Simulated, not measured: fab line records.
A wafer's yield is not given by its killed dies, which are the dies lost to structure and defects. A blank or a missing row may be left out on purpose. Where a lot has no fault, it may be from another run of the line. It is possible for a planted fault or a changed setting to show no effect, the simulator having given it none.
Split-lot study	flow n5Finfet	7 lots, 21 wafers read, on a route of 1938 steps

ABOUT THE SPLIT
At N5_BEOL_M1_HM_DEP_02 (deposits TiN, target thk 20 nm), the setting targetThkA was moved away from the recipe's 200 angstrom on 8 of the 21 wafers read, by -12.2% to +11.5%. The other wafers ran this setting at the recipe's value.

FROM THE SPLIT TO THE READING: what the file shows between them, 8 steps
- N5_BEOL_M1_COAT_61: time 60 s, resist thk 60 nm
- N5_BEOL_M1_COAT_62: time 60 s, resist thk 12 nm
- N5_BEOL_M1_STRIP_75: strips in N2/H2
- N5_BEOL_M1_STRIP_66: strips in CF4
- N5_BEOL_M1_HM_OPEN_17: chemistry Cl2/BCl3, target TiN, target depth 20 nm, overetch 6 nm
- N5_BEOL_M1_STRIP_19: strips in O2
- N5_BEOL_M1_STRIP_83: strips in C4F6/O2
- N5_BEOL_M1_STRIP_36: strips in N2/H2

THE READING
TiN_of_BEOL_M1_HM_DEP_02.thkNm (the simulator's own value, which no gauge read), in nm, at N5_BEOL_M1_TRENCH_ETCH_37 (etches SiOC in C4F6/O2, target depth 55.207 nm, time 29 s). There is no usual value for it anywhere in the file. Across the 13 wafers here that went through the recipe, the average is 17.8 nm and the standard deviation 0.44 nm.

wafer	tool, chamber at the split	targetThkA as run, angstrom	against the recipe	TiN_of_BEOL_M1_HM_DEP_02.thkNm, nm	against lot-mates on the recipe
L074.1	pvdSputter-01, -	200	recipe	17.8	-
L074.2	pvdSputter-01, -	200	recipe	18.2	-
L074.5	pvdSputter-01, -	200	recipe	18.2	-
L075.1	pvdSputter-03, -	200	recipe	18	-
L075.4	pvdSputter-03, -	200	recipe	17.6	-
L075.6	pvdSputter-03, -	213.9	+7.0%	19	+1.2
L079.1	pvdSputter-03, -	223	+11.5%	20	+2.6
L079.4	pvdSputter-03, -	223	+11.5%	19.8	+2.4
L079.5	pvdSputter-03, -	200	recipe	17.4	-
L081.1	pvdSputter-03, -	175.7	-12.2%	15.4	-2.4
L081.3	pvdSputter-03, -	175.7	-12.2%	15.2	-2.6
L081.5	pvdSputter-03, -	200	recipe	17.8	-
L085.1	pvdSputter-01, -	200	recipe	18	-
L085.4	pvdSputter-01, -	200	recipe	18.4	-
L085.6	pvdSputter-01, -	200	recipe	18.6	-
L086.1	pvdSputter-03, -	182.7	-8.7%	15.6	-2.2
L086.4	pvdSputter-03, -	182.7	-8.7%	16	-1.8
L086.6	pvdSputter-03, -	200	recipe	17.8	-
L092.1	pvdSputter-03, -	200	recipe	17.2	-
L092.3	pvdSputter-03, -	200	recipe	17	-
L092.5	pvdSputter-03, -	178.6	-10.7%	14.8	-2.3

FIT RESULTS
A straight line over all 21 wafers: TiN_of_BEOL_M1_HM_DEP_02.thkNm changes by +0.209 nm for each +1% of targetThkA; r = +0.96; the points scatter about the line by 0.43 nm.
The same after taking each lot's own level away (the mean of its wafers on the recipe; 21 wafers): +0.213 nm for each +1%; r = +0.99; scatter 0.19 nm.
That fit puts the effect of the largest move of targetThkA on the reading at 2.6 nm.
The lots' own levels span 17.10 to 18.33 nm, that is 2.8 times the standard deviation above.
The two slopes are in agreement: the lot-to-lot level therefore moves the slope only a little.
Check: -2.65 nm against its lot-mates is what the line predicts for one of the wafers moved furthest among these (-12.2%) when that wafer is left out of the fit. It came out at -2.4 nm against them.

FURTHER SPLITS ON THESE WAFERS
Other splits were also applied to these wafers ahead of the reading. Each is held against what the fit with the lots' levels taken away leaves over:
other split on the same wafers	wafers away from the commonest value	r with TiN_of_BEOL_M1_HM_DEP_02.thkNm (lot level and that fit taken away)
N5_GATE_CUT_DESCUM_18 timeS	8	+0.18
N5_GATE_CUT_ETCH_36 cf4FlowSccm	7	+0.12
N5_MOL_CONTACT_COAG_COAT_64 spinRpm	6	+0.07
N5_BEOL_M0_SAQP_HM_DEP_111 timeS	2	+0.27
N5_BEOL_M0_SAQP_DEVELOP_13 developTimeS	10	-0.29
N5_BEOL_M0_SAQP_COAT_87 spinRpm	6	+0.02
N5_BEOL_M0_SAQP_ETCH_88 sourceW	6	+0.38
N5_BEOL_M1_ILD_DEP_00 timeS	5	+0.25

THE WHOLE CHAIN: every reading that the file lists as answering this split, in the file's order
step	what it does	reading	change (the file's fit)	r (the file's)
N5_BEOL_M1_HM_DEP_02	deposits TiN, target thk 20 nm	TiN_of_BEOL_M1_HM_DEP_02.thkNm (the simulator's own value, which no gauge read)	+0.202 nm for each +1% of the setting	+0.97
N5_BEOL_M1_HM_OPEN_17	chemistry Cl2/BCl3, target TiN, target depth 20 nm, overetch 6 nm	etch.depthNm (the simulator's own value, which no gauge read)	+0.203 nm for each +1% of the setting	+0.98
N5_BEOL_M1_TRENCH_ETCH_37	etches SiOC in C4F6/O2, target depth 55.207 nm, time 29 s	TiN_of_BEOL_M1_HM_DEP_02.thkNm (the simulator's own value, which no gauge read)	+0.211 nm for each +1% of the setting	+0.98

THE FILE'S OWN FIT
TiN_of_BEOL_M1_HM_DEP_02.thkNm changes by +0.211 nm for each +1% of targetThkA, r = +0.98.
